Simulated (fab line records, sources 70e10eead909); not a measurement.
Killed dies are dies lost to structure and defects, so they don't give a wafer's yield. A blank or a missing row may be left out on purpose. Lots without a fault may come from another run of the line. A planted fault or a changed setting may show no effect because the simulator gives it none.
fab line records | flow nand_harc | part 1 of 2: steps 1 to 29 of 40
record lots=5 wafers=15 last_day=23
route steps=1159 shown A_BONDPAD@1093 HYBRID_BOND@1094 THIN_TSV@1101
lots that met no fault: from a run of the same line without faults
start_h: hours from the record's first day to the start of the lot's first wafer shown | wait_h: hours since the lot's step before | " the same as in the row above | L1.1+2: a row that stands for several wafers | - no value, or no start given | * or withheld: withheld | < > ~ a bound
route shown NAME@n: a module of which the file shows steps, and the number in the route of the first | usual: mean/standard deviation of fault-free wafers | same: alike in all rows | chamber/n: place in a boat | sites: the reading at each site | _std_site: their standard deviation | _edge_site: outer sites' mean less inner sites' | radius_mm: how far each site lies from the wafer's centre | mask NAME#n: copy n | behind: the tool/chamber that last shaped the wafer | hold: why the lot was held/for how many hours/how that ended | device: the transistor (n, p or np) that didn't switch | end of line: the same wafers' tests at the end of the route | a step without rows: its recipe alone | killed: dies lost to structure and defects at the first sort, not the wafer's yield | map: a wafer's dies, x killed, . not, _ none there
set.NAME: the setting as run; set.NAME@STEP: as run at that earlier step | model.NAME: the simulator's own value behind a step, which no gauge read
lots at some steps of the route; a table a step, a row a wafer
services: from which hour (start_h, from the record's first day; less than 0 if before it) a tool's chamber was out of use, for how many hours, and why
## steps
# step NHARC_A_BONDPAD_INSPECT_23
# usual raw_defect_count=440/110
# columns lot.wafer tool chamber start_h wait_h raw_defect_count
L074.1 defect_inspect-02 - 414.04 0.0 509
L074.2 " - " " 430
L074.5 " - " " 644
L078.1 defect_inspect-01 - 416.59 0.0 721
L078.3 " - " " 578
L078.4 " - " " 1017
L079.1 defect_inspect-02 - 465.17 0.0 470
L079.2 " - " " 363
L079.5 " - " " 441
L086.3 defect_inspect-01 - 474.36 0.0 418
L086.5 " - " " 612
L086.6 " - " " 473
L089.1 defect_inspect-02 - 521.49 0.0 370
L089.2 " - " " 354
L089.3 " - " " 343
# step NHARC_HYBRID_BOND_ACTIVATE_00
# recipe time_s=60 n2_flow_sccm=200 ar_flow_sccm=0 bias_power_w=0 chemistry=N2
# usual drypump_motor_current_A=5.8/0.36 mfc_ar_sccm=0.004/0.0073 oes_product_au=1.002/0.0084 rf_vpp_V=64.2/0.92 showerhead_plenum_p_Torr=1.78/0.074
# columns lot.wafer tool chamber start_h wait_h drypump_motor_current_A mfc_ar_sccm oes_product_au rf_hours_counter_h rf_vpp_V showerhead_plenum_p_Torr
L074.2 rie_diel-02 3 414.10 0.1 6.1 0 1.006 9 63.8 1.86
L074.1 " 1 " " 6.4 0.011 1.001 8 64.1 1.72
L074.5 " 3 " " 6.0 0 1.004 - 64.0 1.86
L078.1 rie_diel-07 0 416.66 0.1 5.5 0 0.998 0 65.3 1.77
L078.4 " 2 " " 5.2 0 1.003 1 64.4 1.88
L078.3 " 3 " " 6.4 0 0.996 0 64.6 1.82
L079.2 rie_diel-10 3 465.23 0.1 5.4 0 1.007 36 65.6 1.78
L079.1 " 2 " " 5.7 0 1.001 36 62.0 1.63
L079.5 " 3 " " 5.4 0 1.000 - 63.1 1.78
L086.3 rie_diel-07 0 474.42 0.1 5.5 0 0.994 28 63.4 1.76
L086.6 " 0 " " 5.5 0 1.006 - 63.1 1.76
L086.5 " 1 " " 5.7 0.003 1.001 - 64.4 1.83
L089.1 rie_diel-02 1 521.65 0.2 6.4 0.011 1.008 1 63.8 1.72
L089.2 " 2 " " 5.7 0.020 1.018 1 62.4 1.71
L089.3 " 0 " " 5.8 0 1.002 1 64.5 1.88
# step NHARC_HYBRID_BOND_PRECLEAN_01
# recipe time_s=300 temp_c=23 chemistry=DIW
# columns lot.wafer tool chamber start_h wait_h
L074.5+1+2 wet_bench-10 4,7,0 414.28 0.1
L078.4+1+3 wet_bench-10 7,3,4 416.81 0.1
L079.2+1+5 wet_bench-08 6,2,3 465.38 0.1
L086.3+6+5 wet_bench-08 4,6,7 474.60 0.2
L089.2+3+1 wet_bench-08 2,4,5 521.82 0.1
# step NHARC_HYBRID_BOND_SRD_02
# recipe time_s=30 temp_c=23 dry_time_s=20 spin_rpm=1500
# same dry_time_s=20
# columns lot.wafer tool chamber start_h wait_h
L074.5+1+2 wet_bench-10 4,7,0 - -
L078.4+1+3 wet_bench-10 7,3,4 - -
L079.2+1+5 wet_bench-08 6,2,3 - -
L086.3+6+5 wet_bench-08 4,6,7 - -
L089.2+3+1 wet_bench-08 2,4,5 - -
# step NHARC_HYBRID_BOND_BOND_03
# recipe temp_c=25
# columns lot.wafer tool chamber start_h wait_h
L074.1+2+5 wafer_bonder-01 0 415.14 -
L078.1+3+4 wafer_bonder-01 0 417.06 -
L079.1+2+5 wafer_bonder-01 0 466.23 -
L086.3+5+6 wafer_bonder-01 0 475.95 -
L089.1+2+3 wafer_bonder-01 0 525.37 -
# step NHARC_HYBRID_BOND_ANNEAL_04
# recipe temp_c=300 time_s=7200 ramp_up_c_per_min=5 ramp_down_c_per_min=3 idle_temp_c=100 pressure_atm=1
# usual pressure_atm=1.0000/0.0019 ramp_up_c_per_min=5.0001/0.00098 spike_tc_lower_C=299.6/1.3 spike_tc_upper_C=300.6/1.3
# columns lot.wafer tool chamber start_h wait_h pressure_atm ramp_up_c_per_min spike_tc_lower_C spike_tc_upper_C
L074.1 furnace-06 0 425.25 10.0 1.0027 5.0012 300.2 298.9
L074.2 " 0 " " 1.0027 5.0003 299.5 296.5
L074.5 " 0 " " 1.0020 4.9994 299.6 299.8
L078.1 furnace-06 0 425.25 8.0 0.9975 5.0004 299.1 299.9
L078.3 " 0 " " 0.9966 5.0021 300.1 299.1
L078.4 " 0 " " 0.9965 5.0004 300.2 299.2
L079.1 furnace-06 0 473.33 6.9 1.0001 5.0001 298.1 300.2
L079.2 " 0 " " 1.0002 5.0016 300.3 299.6
L079.5 " 0 " " 0.9983 4.9994 299.6 298.8
L086.3 furnace-05 0 479.34 3.2 0.9988 4.9984 299.9 299.2
L086.5 " 0 " " 0.9990 5.0003 297.8 300.7
L086.6 " 0 " " 0.9961 5.0013 299.0 301.0
L089.1 furnace-03 0 526.48 1.0 1.0028 5.0000 301.0 299.8
L089.2 " 0 " " 1.0026 5.0007 300.5 301.7
L089.3 " 0 " " 0.9988 5.0006 301.2 299.1
# step NHARC_HYBRID_BOND_OVL_MEAS_05
# usual overlay_x_nm=-2/29 overlay_y_nm=-2/32
# columns lot.wafer tool chamber start_h wait_h overlay_x_nm overlay_y_nm
L074.1 overlay-02 - 429.96 0.4 29 -19
L074.2 " - " " 48 44
L074.5 " - " " 6 6
L078.1 overlay-02 - 429.98 0.4 -15 9
L078.3 " - " " -28 12
L078.4 " - " " -3 -34
L079.1 overlay-02 - 478.01 0.4 -32 35
L079.2 " - " " -12 33
L079.5 " - " " 35 -41
L086.3 overlay-02 - 484.06 0.4 3 -54
L086.5 " - " " -33 -42
L086.6 " - " " -46 14
L089.1 overlay-01 - 531.12 0.4 -30 -53
L089.2 " - " " -3 -1
L089.3 " - " " -46 -45
# step NHARC_HYBRID_BOND_INSPECT_06
# recipe inspect_instrument=ir_void
# usual raw_defect_count=32/14
# columns lot.wafer tool chamber start_h wait_h raw_defect_count
L074.1 defect_inspect-01 - 430.01 0.0 25
L074.2 " - " " 24
L074.5 " - " " 22
L078.1 defect_inspect-01 - 430.03 0.1 19
L078.3 " - " " 13
L078.4 " - " " 14
L079.1 defect_inspect-02 - 478.06 0.0 8
L079.2 " - " " 10
L079.5 " - " " 6
L086.3 defect_inspect-01 - 484.11 0.1 34
L086.5 " - " " 30
L086.6 " - " " 22
L089.1 defect_inspect-02 - 531.17 0.0 14
L089.2 " - " " 24
L089.3 " - " " 17
# step NHARC_THIN_TSV_GRIND_00
# recipe target_thk_um=6
# usual head_pressure_psi=4.001/0.0086 motor_current_A=12.002/0.022
# columns lot.wafer tool chamber start_h wait_h head_pressure_psi motor_current_A
L074.1 grinder-01 0 431.35 1.3 3.992 11.991
L074.2 " 0 " " 4.009 12.019
L074.5 " 0 " " 4.008 12.011
L078.1 grinder-01 0 433.77 3.7 3.998 11.984
L078.3 " 0 " " 4.001 11.985
L078.4 " 0 " " 4.014 11.969
L079.1 grinder-01 0 478.21 0.1 3.992 12.017
L079.2 " 0 " " 3.986 12.080
L079.5 " 0 " " 4.002 11.990
L086.3 grinder-01 0 484.66 0.5 4.016 11.993
L086.5 " 0 " " 3.998 12.009
L086.6 " 0 " " 3.995 11.987
L089.1 grinder-01 0 532.53 1.4 4.016 12.009
L089.2 " 0 " " 4.009 11.999
L089.3 " 0 " " 4.015 11.984
# step NHARC_THIN_TSV_CMP_01
# recipe target_thk_um=3
# usual motor_current_A=12.3/1.2
# columns lot.wafer tool chamber start_h wait_h motor_current_A
L074.1 cmp-03 1 432.60 1.0 11.4
L074.2 " 0 " " 11.8
L074.5 " 2 " " 12.7
L078.3 cmp-03 3 434.99 0.6 12.3
L078.1 " 0 " " 11.8
L078.4 " 2 " " 12.6
L079.2 cmp-04 2 479.42 0.8 11.8
L079.1 " 1 " " 11.9
L079.5 " 2 " " 11.8
L086.3 cmp-01 0 485.50 0.6 12.2
L086.6 " 3 " " 14.3
L086.5 " 0 " " 11.8
L089.3 cmp-03 1 533.77 0.6 11.2
L089.2 " 3 " " 12.2
L089.1 " 0 " " 11.9
# step NHARC_THIN_TSV_THK_MEAS_02
# recipe thk_meas_gauge=ir
# usual thk_nm=2988/240
# columns lot.wafer tool chamber start_h wait_h thk_nm
L074.1 film_metro-01 - 432.86 - 3043
L074.2 " - " " 3132
L074.5 " - " " 2925
L078.1 film_metro-01 - 435.26 - 3012
L078.3 " - " " 2985
L078.4 " - " " 2872
L079.1 film_metro-01 - 479.69 - 3395
L079.2 " - " " 3544
L079.5 " - " " 3426
L086.3 film_metro-02 - 485.74 0.2 2571
L086.5 " - " " 2736
L086.6 " - " " 2766
L089.1 film_metro-01 - 534.03 - 2952
L089.2 " - " " 3177
L089.3 " - " " 3068
# step NHARC_THIN_TSV_SRD_03
# columns lot.wafer tool chamber start_h wait_h
L074.5+1+2 wet_bench-08 7,3,4 432.90 0.0
L078.4+3+1 wet_bench-08 3,6,0 435.30 0.0
L079.1+2+5 wet_bench-10 7,0,2 479.73 0.0
L086.5+3+6 wet_bench-08 0,3,5 485.79 0.0
L089.3+1+2 wet_bench-10 2,4,7 534.07 0.0
# step NHARC_THIN_TSV_PRECLEAN_41
# recipe time_s=* temp_c=50 bath_age_min=0 chemistry=SC1
# columns lot.wafer tool chamber start_h wait_h
L074.5+1+2 wet_bench-08 7,3,4 432.93 0.0
L078.4+3+1 wet_bench-08 3,6,0 435.33 0.0
L079.1+2+5 wet_bench-10 7,0,2 479.76 0.0
L086.5+3+6 wet_bench-08 0,3,5 485.81 0.0
L089.3+1+2 wet_bench-10 2,4,7 534.10 0.0
# step NHARC_THIN_TSV_SRD_42
# columns lot.wafer tool chamber start_h wait_h
L074.5+1+2 wet_bench-08 7,3,4 - -
L078.4+3+1 wet_bench-08 3,6,0 - -
L079.1+2+5 wet_bench-10 7,0,2 - -
L086.5+3+6 wet_bench-08 0,3,5 - -
L089.3+1+2 wet_bench-10 2,4,7 - -
# step NHARC_THIN_TSV_DEP_43
# recipe target_thk_a=13285 temp_c=withheld pressure_torr=6.5 rf_w=900 teos_flow_sccm=161.4 flow_sccm=2650 target_thk_nm=1328.5 gas=O2 material=SiO2
# usual chamber_pressure_Torr=6.500/0.014 throttle_valve_pct=16.0/0.43
# columns lot.wafer tool chamber start_h wait_h chamber_pressure_Torr throttle_valve_pct
L074.1 pecvd-01 0 433.08 - 6.481 15.5
L074.2 " 2 " " 6.497 15.5
L074.5 " 0 " " 6.495 15.3
L078.3 pecvd-01 2 435.48 - 6.491 15.7
L078.1 " 0 " " 6.503 15.7
L078.4 " 2 " " 6.513 15.9
L079.2 pecvd-04 2 479.97 - 6.511 16.2
L079.1 " 0 " " 6.528 15.8
L079.5 " 1 " " 6.467 16.0
L086.3 pecvd-01 2 486.06 - 6.483 15.9
L086.5 " 0 " " 6.517 15.4
L086.6 " 1 " " 6.491 15.3
L089.2 pecvd-04 0 534.25 - 6.512 15.9
L089.1 " 2 " " 6.525 16.3
L089.3 " 2 " " 6.521 16.3
# step NHARC_THIN_TSV_DEHYDRATE_04
# recipe temp_c=150 time_s=120
# columns lot.wafer tool chamber start_h wait_h
L074.1+2+5 litho_track-07 0 433.49 -
L078.1+3+4 litho_track-03 0 435.89 -
L079.1+2+5 litho_track-03 0 480.33 -
L086.3+5+6 litho_track-07 0 486.38 -
L089.1+2+3 litho_track-03 0 534.79 0.4
# step NHARC_THIN_TSV_HMDS_05
# recipe time_s=30
# columns lot.wafer tool chamber start_h wait_h
L074.1+2+5 litho_track-07 0 - -
L078.1+3+4 litho_track-03 0 - -
L079.1+2+5 litho_track-03 0 - -
L086.3+5+6 litho_track-07 0 - -
L089.1+2+3 litho_track-03 0 - -
# step NHARC_THIN_TSV_COAT_06
# recipe spin_rpm=*
# columns lot.wafer tool chamber start_h wait_h
L074.1+2+5 litho_track-07 0 - -
L078.1+3+4 litho_track-03 0 - -
L079.1+2+5 litho_track-03 0 - -
L086.3+5+6 litho_track-07 0 - -
L089.1+2+3 litho_track-03 0 - -
# step NHARC_THIN_TSV_SOFTBAKE_07
# recipe temp_c=122 time_s=95
# columns lot.wafer tool chamber start_h wait_h
L074.1+2+5 litho_track-07 0 - -
L078.1+3+4 litho_track-03 0 - -
L079.1+2+5 litho_track-03 0 - -
L086.3+5+6 litho_track-07 0 - -
L089.1+2+3 litho_track-03 0 - -
# step NHARC_THIN_TSV_EBR_08
# columns lot.wafer tool chamber start_h wait_h
L074.1+2+5 litho_track-07 0 - -
L078.1+3+4 litho_track-03 0 - -
L079.1+2+5 litho_track-03 0 - -
L086.3+5+6 litho_track-07 0 - -
L089.1+2+3 litho_track-03 0 - -
# step NHARC_THIN_TSV_EXPOSE_09
# recipe na=0.55 dose_mj=30.7 mask_id=TSV
# same na=0.55
# columns lot.wafer tool chamber start_h wait_h mask
L074.1+2+5 krf_scanner-04 0 433.76 - TSV#0
L078.1+3+4 krf_scanner-01 0 436.16 - TSV#0
L079.1+2+5 krf_scanner-04 0 480.60 - TSV#0
L086.3+5+6 krf_scanner-01 0 486.66 - TSV#0
L089.1+2+3 krf_scanner-04 0 535.06 - TSV#0
# step NHARC_THIN_TSV_PEB_10
# recipe peb_temp_c=118 peb_time_s=85
# columns lot.wafer tool chamber start_h wait_h
L074.1+2+5 litho_track-07 0 433.83 0.1
L078.1+3+4 litho_track-07 0 436.23 0.1
L079.1+2+5 litho_track-03 0 480.66 0.1
L086.3+5+6 litho_track-02 0 486.73 0.1
L089.1+2+3 litho_track-03 0 535.13 0.1
# step NHARC_THIN_TSV_DEVELOP_11
# recipe time_s=70
# columns lot.wafer tool chamber start_h wait_h
L074.1+2+5 litho_track-07 0 - -
L078.1+3+4 litho_track-07 0 - -
L079.1+2+5 litho_track-03 0 - -
L086.3+5+6 litho_track-02 0 - -
L089.1+2+3 litho_track-03 0 - -
# step NHARC_THIN_TSV_CD_MEAS_12
# recipe target_cd_nm=1000 landing_energy_ev=500
# usual cd_nm=1000.7/2.3
# columns lot.wafer tool chamber start_h wait_h cd_nm
L074.1 cd_sem-01 0 433.92 - 996.9
L074.2 " 0 " " 1006.0
L074.5 " 0 " " 1004.1
L078.1 cd_sem-03 0 436.32 - 998.7
L078.3 " 0 " " 995.9
L078.4 " 0 " " 1000.8
L079.1 cd_sem-02 0 480.75 - 1000.2
L079.2 " 0 " " 1003.1
L079.5 " 0 " " 996.1
L086.3 cd_sem-01 0 486.83 - 999.3
L086.5 " 0 " " 1002.2
L086.6 " 0 " " 1004.6
L089.1 cd_sem-01 0 535.22 - 996.0
L089.2 " 0 " " 998.1
L089.3 " 0 " " 997.9
# step NHARC_THIN_TSV_HARDBAKE_13
# recipe temp_c=125 time_s=80
# columns lot.wafer tool chamber start_h wait_h
L074.1+2+5 litho_track-02 0 434.00 -
L078.1+3+4 litho_track-02 0 436.40 -
L079.1+2+5 litho_track-03 0 480.83 -
L086.3+5+6 litho_track-07 0 486.91 -
L089.1+2+3 litho_track-07 0 535.30 -
# step NHARC_THIN_TSV_DESCUM_14
# recipe time_s=3 o2_flow_sccm=200 ar_flow_sccm=0 bias_power_w=0 chemistry=O2
# usual drypump_motor_current_A=5.73/0.28 mfc_ar_sccm=0.015/0.01 oes_product_au=0.999/0.01 rf_vpp_V=58.1/0.76 showerhead_plenum_p_Torr=1.96/0.07 throttle_valve_pct=11.310/0.0093
# columns lot.wafer tool chamber start_h wait_h drypump_motor_current_A mfc_ar_sccm oes_product_au rf_hours_counter_h rf_vpp_V showerhead_plenum_p_Torr throttle_valve_pct
L074.1 rie_diel-01 1 434.08 - 5.81 0.017 0.993 5 59.9 2.01 11.299
L074.2 " 0 " " 5.63 0.021 0.999 6 58.4 1.95 11.310
L074.5 " 1 " " 5.81 0.017 1.003 - 57.6 2.01 11.313
L078.3 rie_diel-13 0 436.48 - 5.65 0 1.013 16 58.1 1.86 11.301
L078.4 " 1 " " 5.69 0 0.996 15 58.7 2.03 11.309
L078.1 " 3 " " 6.16 0.009 1.000 16 58.8 2.05 11.327
L079.1 rie_diel-05 1 480.92 - 5.51 0.016 0.987 7 57.4 1.80 11.309
L079.2 " 3 " " 5.66 0.030 0.994 8 58.7 2.00 11.301
L079.5 " 1 " " 5.53 0.016 0.993 - 57.0 1.80 11.334
L086.3 rie_diel-05 1 487.00 - 5.52 0.016 0.987 8 56.9 1.80 11.303
L086.6 " 0 " " 6.16 0.021 0.997 - 58.8 2.04 11.302
L086.5 " 1 " " 5.51 0.016 0.997 - 57.2 1.80 11.327
L089.3 rie_diel-01 1 535.39 - 5.80 0.017 0.993 2 58.6 2.01 11.313
L089.2 " 2 " " 5.87 0.019 0.988 2 58.6 2.00 11.308
L089.1 " 3 " " 5.13 0.027 0.984 2 57.3 2.01 11.304
# step NHARC_THIN_TSV_ETCH_44
# recipe target_depth_a=15942 time_s=797.1 cf4_flow_sccm=150 o2_flow_sccm=10 ar_flow_sccm=0 rf_w=300 bias_w=800 chemistry=CF4/O2
# usual drypump_motor_current_A=5.73/0.28 mfc_ar_sccm=0.015/0.01 oes_product_au=1.000/0.011 rf_vpp_V=797/3.8 showerhead_plenum_p_Torr=1.88/0.06 throttle_valve_pct=16.915/0.0095
# columns lot.wafer tool chamber start_h wait_h drypump_motor_current_A mfc_ar_sccm oes_product_au rf_hours_counter_h rf_vpp_V showerhead_plenum_p_Torr throttle_valve_pct
L074.2 rie_diel-01 3 434.28 0.2 5.14 0.027 1.027 6 799 1.92 16.925
L074.1 " 0 " " 5.62 0.021 1.006 6 796 1.87 16.919
L074.5 " 2 " " 5.86 0.019 1.006 - 799 1.91 16.915
L078.1 rie_diel-13 1 436.63 0.1 5.71 0 0.978 16 800 1.93 16.921
L078.3 " 2 " " 5.72 0.005 0.996 14 794 1.82 16.912
L078.4 " 3 " " 6.16 0.009 0.994 17 802 1.95 16.900
L079.2 rie_diel-05 1 481.12 0.2 5.53 0.016 0.993 7 788 1.73 16.914
L079.1 " 2 " " 6.09 0 1.015 8 791 1.79 16.917
L079.5 " 3 " " 5.70 0.030 0.992 - 799 1.91 16.927
L086.3 rie_diel-05 2 487.13 0.1 6.14 0 1.004 10 792 1.79 16.913
L086.6 " 1 " " 5.51 0.016 1.000 - 790 1.73 16.917
L086.5 " 2 " " 6.16 0 1.012 - 793 1.79 16.925
L089.3 rie_diel-01 0 535.46 0.1 5.63 0.021 1.000 2 796 1.87 16.891
L089.2 " 1 " " 5.84 0.017 0.991 2 800 1.92 16.927
L089.1 " 3 " " 5.14 0.027 0.989 3 800 1.92 16.921
# step NHARC_THIN_TSV_ETCH_15
# recipe target_depth_a=30000 bosch_target_overetch_cycles=2 bosch_etch_step_s=2.8 bosch_dep_step_s=1.2 bosch_cycles=14
# usual drypump_motor_current_A=5.6/0.42
# same bosch_cycles=14 bosch_dep_step_s=1.2
# columns lot.wafer tool chamber start_h wait_h drypump_motor_current_A rf_hours_counter_h
L074.2 rie_si-01 2 434.74 - 5.7 1.1
L074.1 " 3 " " 6.1 1.3
L074.5 " 3 " " 6.1 -
L078.4 rie_si-01 0 437.16 - 4.9 1.2
L078.1 " 1 " " 6.7 1.0
L078.3 " 2 " " 5.7 1.2
L079.2 rie_si-06 2 481.59 - 5.5 1.1
L079.1 " 3 " " 5.8 1.0
L079.5 " 1 " " 5.7 -
L086.3 rie_si-03 2 487.67 - 5.5 1.3
L086.6 " 0 " " 4.9 -
L086.5 " 1 " " 5.7 -
L089.2 rie_si-06 3 536.04 - 5.8 1.6
L089.1 " 0 " " 5.5 1.3
L089.3 " 1 " " 5.7 1.5
# step NHARC_THIN_TSV_CD_MEAS_16
# usual cd_nm=1000.8/2.4
# columns lot.wafer tool chamber start_h wait_h cd_nm
L074.1 cd_sem-02 - 434.89 0.1 998.0
L074.2 " - " " 1005.7
L074.5 " - " " 1005.1
L078.1 cd_sem-03 - 437.29 0.1 998.4
L078.3 " - " " 995.0
L078.4 " - " " 1001.6
L079.1 cd_sem-02 - 481.72 0.1 1000.3
L079.2 " - " " 1002.5
L079.5 " - " " 996.2
L086.3 cd_sem-01 - 487.80 0.1 1000.7
L086.5 " - " " 1003.0
L086.6 " - " " 1005.5
L089.1 cd_sem-03 - 536.18 0.1 996.9
L089.2 " - " " 998.0
L089.3 " - " " 998.2
